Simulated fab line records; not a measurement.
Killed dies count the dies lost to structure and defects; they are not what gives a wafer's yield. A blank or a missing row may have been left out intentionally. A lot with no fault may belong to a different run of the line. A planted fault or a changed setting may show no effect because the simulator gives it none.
Matching of chambers + flow nand_harc + NHARC_A_M1_CMP_23 on cmp-04: 4 sister chambers
The step polishes, t overpolish 20 s, target thk 154.34 nm. 16 wafers are shown with their chamber, then 8 later ones without.

== WAFERS, EACH WITH ITS CHAMBER ==
| wafer  | chamber | motor_current_A (A) | time_to_endpoint_s (s) | slurry_filter_dp_kPa (kPa) |
|--------|---------|---------------------|------------------------|----------------------------|
| L076.1 | 0       | 11.9                | 26                     | 13.36                      |
| L076.2 | 1       | 11.2                | 28                     | 13.46                      |
| L076.5 | 2       | 10.9                | 34                     | 13.59                      |
| L080.3 | 2       | 10.3                | 30                     | 13.41                      |
| L080.4 | 0       | 12.5                | 20                     | 13.56                      |
| L080.5 | 3       | 10.5                | 26                     | 13.59                      |
| L082.1 | 3       | 10.1                | 29                     | 13.68                      |
| L082.2 | 2       | 10.1                | 31                     | 13.31                      |
| L082.3 | 0       | 12.0                | 22                     | 13.42                      |
| L082.4 | 1       | 11.0                | 24                     | 13.44                      |
| L082.5 | 0       | 12.3                | 21                     | 13.57                      |
| L082.6 | 1       | 10.8                | 26                     | 13.50                      |
| L084.1 | 1       | 11.1                | 24                     | 13.48                      |
| L084.2 | 3       | 10.7                | 27                     | 13.41                      |
| L084.3 | 2       | 10.3                | 30                     | 13.65                      |
| L093.3 | 0       | 11.4                | 23                     | 13.74                      |

SIGNATURES, as means of the wafers listed above
| reading              | chamber 0 | chamber 1 | chamber 2 | chamber 3 | scatter within a chamber |
|----------------------|-----------|-----------|-----------|-----------|--------------------------|
| motor_current_A      | 12.020    | 11.025    | 10.400    | 10.433    | 0.334                    |
| time_to_endpoint_s   | 22.40     | 25.50     | 31.25     | 27.33     | 1.99                     |
| slurry_filter_dp_kPa | 13.5300   | 13.4700   | 13.4900   | 13.5600   | 0.13                     |
Rule: a wafer lies at a distance from a chamber equal to the root of the sum of squares, over the readings, of (its reading less the chamber's mean, divided by the reading's scatter). The wafer belongs to the nearest chamber; if the next one is less than 2 further off, it can't be placed. How the scatter is found: for the shown wafers, subtract from each reading the mean of its chamber, square and add these, divide the total by (wafers less chambers), then take the root.

== WAFERS WHOSE CHAMBER IS MISSING ==
| wafer  | motor_current_A (A) | time_to_endpoint_s (s) | slurry_filter_dp_kPa (kPa) |
|--------|---------------------|------------------------|----------------------------|
| L093.5 | 11.3                | 27                     | 13.57                      |
| L093.6 | 11.9                | 26                     | 13.53                      |
| L094.2 | 11.0                | 31                     | 13.44                      |
| L094.3 | 12.4                | 27                     | 13.38                      |
| L094.4 | 11.0                | 29                     | 13.70                      |
| L095.2 | 10.5                | 30                     | 13.63                      |
| L095.4 | 10.8                | 31                     | 13.45                      |
| L095.5 | 11.9                | 26                     | 13.38                      |

== WHICH CHAMBER EACH ONE RAN IN ==
| wafer  | from the rows above          | in truth |
|--------|------------------------------|----------|
| L093.5 | can't be placed: 1 or 3 or 0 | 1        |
| L093.6 | can't be placed: 0 or 1      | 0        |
| L094.2 | can't be placed: 2 or 3 or 1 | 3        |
| L094.3 | can't be placed: 0 or 1      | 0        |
| L094.4 | can't be placed: 3 or 1 or 2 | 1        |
| L095.2 | can't be placed: 2 or 3 or 1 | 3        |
| L095.4 | can't be placed: 2 or 3 or 1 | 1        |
| L095.5 | can't be placed: 0 or 1      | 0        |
Correctly placed: 0 of 8. Cannot be placed on the basis of these rows: 8; the candidates contain the true chamber in 8. Placed wrongly: 0.
